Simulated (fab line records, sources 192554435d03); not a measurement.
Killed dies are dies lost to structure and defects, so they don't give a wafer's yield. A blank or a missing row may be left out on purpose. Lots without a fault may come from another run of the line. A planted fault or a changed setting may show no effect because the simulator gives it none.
One fault seen from 2 desks | flow n5_finfet | each desk has only its own numbers; what lay behind them comes last

THE METROLOGY DESK
What the gauges read, lot by lot, whatever tool the lot ran on: means of the sampled wafers that have a number. A lot is out of limits, marked OUT, if its mean lies more than 4 standard deviations from the usual mean; the brackets give that distance. Of its 10 readings 7 are shown: those that lie furthest out on some lot.
Columns: A = DIBL_N at N5_BEOL_M4_RC_MEAS_101, usual 36.0 mV/V; B = DIBL_P at N5_BEOL_M4_RC_MEAS_101, usual 36.2 mV/V; C = IOFF_N at N5_BEOL_M4_RC_MEAS_101, usual 0.16 nA/um; D = IOFF_P at N5_BEOL_M4_RC_MEAS_101, usual 0.21 nA/um; E = SS_P at N5_BEOL_M4_RC_MEAS_101, usual 73.2 mV/dec; F = VT_N at N5_BEOL_M4_RC_MEAS_101, usual 250 mV; G = VT_P at N5_BEOL_M4_RC_MEAS_101, usual -251 mV
lot  | first seen here | A    | B    | C    | D    | E    | F   | G
L283 | day 9 10:23     | 36.6 | 35.6 | 0.16 | 0.21 | 73.3 | 248 | -251
L290 | day 11 21:32    | 39.4 | 41.3 | 0.20 | 0.25 | 73.9 | 248 | -248
L293 | day 12 07:17    | 37.2 | 36.2 | 0.16 | 0.20 | 73.4 | 250 | -252
L292 | day 12 08:47    | 35.5 | 36.8 | 0.16 | 0.21 | 73.4 | 249 | -252
L299 | day 13 16:36    | 36.5 | 36.0 | 0.16 | 0.22 | 73.5 | 249 | -250
L303 | day 15 02:02    | 31.9 | 32.2 | 0.11 | 0.14 | 72.1 | 255 | -256
This desk's finding: nothing out of limits on any of the 6 lots.

THE TOOL OWNER'S DESK: cmp-04
The tool's own readings at N5_HKMG_FIN_CMP_94 (polishes, stops on SiNx, t overpolish 4.7 s, target thk 43.299 nm): means of the sampled wafers that have a number, for each lot that ran on this tool. A lot is out of limits, marked OUT, if its mean lies more than 4 standard deviations from the usual mean; the brackets give that distance.
Columns: A = motor_current_A at N5_HKMG_FIN_CMP_94, usual 12.0 A; B = platen_rpm at N5_HKMG_FIN_CMP_94, usual 50.29 rpm; C = retaining_ring_pressure_frac at N5_HKMG_FIN_CMP_94, usual 1.000
lot  | first seen here | A    | B               | C
L283 | day 4 23:10     | 12.7 | 50.30           | 0.999
L290 | day 6 15:05     | 12.1 | 49.63 (-19) OUT | 0.996
L293 | day 7 09:17     | 12.0 | 49.58 (-21) OUT | 0.995
This desk's finding: out of limits on L290, L293; first on L290, day 6 15:05 (platen_rpm at N5_HKMG_FIN_CMP_94). In limits: L283.

PUT TOGETHER
The tool owner's desk could have raised an alarm at day 6 15:05, on L290, L293.
The metrology desk saw nothing out of limits.
The metrology desk has L290, L293 on record, within its limits.
Of the lots named, all ran N5_HKMG_FIN_CMP_94 on cmp-04.

WHAT THE SIMULATOR HAD PUT IN
Process parameter drift: cmp-04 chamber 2, from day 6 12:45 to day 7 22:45, at N5_HKMG_FIN_CMP_94. Setting platen_rpm, moved by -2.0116, from 50.289. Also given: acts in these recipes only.
Lots struck among those shown: L290, L293.
Hours from the fault's start to each desk's first reading out of limits: the tool owner's desk, 2.
